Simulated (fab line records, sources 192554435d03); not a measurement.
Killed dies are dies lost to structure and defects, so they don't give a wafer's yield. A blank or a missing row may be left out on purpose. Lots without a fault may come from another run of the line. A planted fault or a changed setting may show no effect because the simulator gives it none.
Split-lot experiment | flow n5_finfet | 7 lots, 21 wafers read, on a route of 1938 steps

THE SPLIT
At N5_BEOL_M4_COAT_22 (resist thk 30 nm), the setting spin_rpm was moved away from the recipe's 1500 rpm on 5 of the 21 wafers read, by -8.5% to +4.3%. The other wafers ran this setting at the recipe's value.

FROM THE SPLIT TO THE READING: what the file shows between them, 6 steps
- N5_BEOL_M4_EXPOSE_25: exposes mask V3, defocus 5 nm (also split here: dose_mj)
- N5_BEOL_M4_PEB_26: peb time 60 s
- N5_BEOL_M4_DEVELOP_27: develop time 30 s
- N5_BEOL_M4_CD_MEAS_28: target cd 26.2 nm, target cd y 24.1 nm
- N5_BEOL_M4_ETCH_69: etches SiARC in CF4, target depth 15.6 nm, time 26 s
- N5_BEOL_M4_ALD_98: deposits SiO2, target thk 2.5 nm, pulse time 1 s, co reactant pulse time 1 s

THE READING
CAR-EUV_of_BEOL_M4_COAT_22.thk_nm (the simulator's own value, which no gauge read), in nm, at N5_BEOL_M4_ETCHBACK_99 (etches SiO2 in CHF3, target depth 5 nm, time 10.4 s). The file gives no usual value for it. The 16 wafers here that ran the recipe average 10.4 nm, standard deviation 0.15 nm.

wafer  | tool, chamber at the split | spin_rpm as run, rpm | against the recipe | CAR-EUV_of_BEOL_M4_COAT_22.thk_nm, nm | against lot-mates on the recipe
L074.3 | litho_track-01, 0          | 1500                 | recipe             | 10.4                                  | -
L074.5 | litho_track-01, 0          | 1500                 | recipe             | 10.4                                  | -
L074.6 | litho_track-01, 0          | 1565                 | +4.3%              | 9.8                                   | -0.6
L076.1 | litho_track-01, 0          | 1500                 | recipe             | 10.2                                  | -
L076.5 | litho_track-01, 0          | 1500                 | recipe             | 10.2                                  | -
L076.2 | litho_track-01, 0          | 1384                 | -7.7%              | 11.4                                  | +1.2
L081.1 | litho_track-02, 0          | 1500                 | recipe             | 10.6                                  | -
L081.2 | litho_track-02, 0          | 1500                 | recipe             | 10.6                                  | -
L081.6 | litho_track-02, 0          | 1429                 | -4.7%              | 11.2                                  | +0.6
L083.1 | litho_track-04, 0          | 1500                 | recipe             | 10.4                                  | -
L083.3 | litho_track-04, 0          | 1500                 | recipe             | 10.4                                  | -
L083.4 | litho_track-04, 0          | 1500                 | recipe             | 10.6                                  | -
L086.2 | litho_track-01, 0          | 1500                 | recipe             | 10.2                                  | -
L086.5 | litho_track-01, 0          | 1500                 | recipe             | 10.4                                  | -
L086.6 | litho_track-01, 0          | 1500                 | recipe             | 10.4                                  | -
L087.3 | litho_track-02, 0          | 1373                 | -8.5%              | 11.8                                  | +1.2
L087.5 | litho_track-02, 0          | 1373                 | -8.5%              | 11.8                                  | +1.2
L087.4 | litho_track-02, 0          | 1500                 | recipe             | 10.6                                  | -
L092.1 | litho_track-02, 0          | 1500                 | recipe             | 10.6                                  | -
L092.6 | litho_track-02, 0          | 1500                 | recipe             | 10.6                                  | -
L092.5 | litho_track-02, 0          | 1500                 | recipe             | 10.4                                  | -

THE FIT
A straight line over all 21 wafers: CAR-EUV_of_BEOL_M4_COAT_22.thk_nm changes by -0.151 nm for each +1% of spin_rpm; r = -0.96; the points scatter about the line by 0.14 nm.
The same after taking each lot's own level away (the mean of its wafers on the recipe; 21 wafers): -0.143 nm for each +1%; r = -0.99; scatter 0.071 nm.
On that fit, the largest move of spin_rpm shifts the reading by 1.2 nm.
The lots' own levels span 10.20 to 10.60 nm, that is 2.8 times the standard deviation above.
So the lot-to-lot level changes the slope little: the two slopes agree.
Check: with one of the wafers moved furthest among these (-8.5%) left out of the fit, the line predicts +1.22 nm for it against its lot-mates. It came out at +1.2 nm against them.

OTHER SPLITS ON THESE WAFERS
These wafers also went through other splits before the reading. Each is held against what the fit with the lots' levels taken away leaves over:
other split on the same wafers | wafers away from the commonest value | r with CAR-EUV_of_BEOL_M4_COAT_22.thk_nm (lot level and that fit taken away)
N5_BEOL_M3_COAT_22 spin_rpm    | 7                                    | -0.26
N5_BEOL_M4_EXPOSE_25 dose_mj   | 7                                    | -0.15

THE WHOLE CHAIN: every reading that the file lists as answering this split, in the file's order
step                   | what it does                                        | reading                                                                            | change (the file's fit)               | r (the file's)
N5_BEOL_M4_COAT_22     | resist thk 30 nm                                    | CAR-EUV_of_BEOL_M4_COAT_22.thk_nm (the simulator's own value, which no gauge read) | -0.149 nm for each +1% of the setting | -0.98
N5_BEOL_M4_ETCHBACK_99 | etches SiO2 in CHF3, target depth 5 nm, time 10.4 s | CAR-EUV_of_BEOL_M4_COAT_22.thk_nm (the simulator's own value, which no gauge read) | -0.144 nm for each +1% of the setting | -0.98

THE FILE'S OWN FIT
CAR-EUV_of_BEOL_M4_COAT_22.thk_nm changes by -0.144 nm for each +1% of spin_rpm, r = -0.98.
